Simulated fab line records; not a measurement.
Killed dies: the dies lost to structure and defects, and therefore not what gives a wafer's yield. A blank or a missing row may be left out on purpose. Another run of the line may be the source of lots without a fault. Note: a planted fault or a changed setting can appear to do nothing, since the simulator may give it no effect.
Chamber matching | flow n5_finfet | N5_BEOL_M9_ETCH_66 on rie_diel-06 has 4 sister chambers
The step etches SOC in N2/H2, target depth 80 nm, overetch 16 nm, time 120 s. 4 wafers are shown with their chamber, then 9 later ones without.

== WAFERS PAIRED WITH THEIR CHAMBERS ==
wafer  | chamber | showerhead_plenum_p_Torr (Torr)
L086.5 | 1       | 2.33
L087.3 | 0       | 2.66
L087.4 | 2       | 2.42
L087.6 | 3       | 2.69

== WAFERS WHOSE CHAMBER IS MISSING ==
wafer  | showerhead_plenum_p_Torr (Torr)
L094.1 | 2.42
L094.4 | 2.68
L094.6 | 2.68
L095.2 | 2.65
L095.3 | 2.33
L095.6 | 2.33
L096.1 | 2.65
L096.2 | 2.68
L096.5 | 2.33

== WHICH CHAMBER EACH ONE RAN IN ==
wafer  | from the rows above     | in truth
L094.1 | 2                       | 2
L094.4 | can't be placed: 3 or 0 | 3
L094.6 | can't be placed: 3 or 0 | 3
L095.2 | 0                       | 0
L095.3 | 1                       | 1
L095.6 | 1                       | 1
L096.1 | 0                       | 0
L096.2 | can't be placed: 3 or 0 | 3
L096.5 | 1                       | 1
Placed correctly: 6 of 9. From these rows, 3 cannot be placed; in 3 the true chamber is one of the candidates. Wrongly placed: 0.
How it was worked out, from the rows above alone: a wafer's distance from a chamber is the root of the sum, over the readings, of the square of ((its reading less the chamber's mean) divided by the reading's scatter). The wafer belongs to the nearest chamber; if the next one is less than 2 further off, it can't be placed. The mean given for a chamber averages the wafers shown for that chamber. The scatter: root of mean squared gap, hidden wafer to nearest shown wafer, with one shown wafer a chamber.
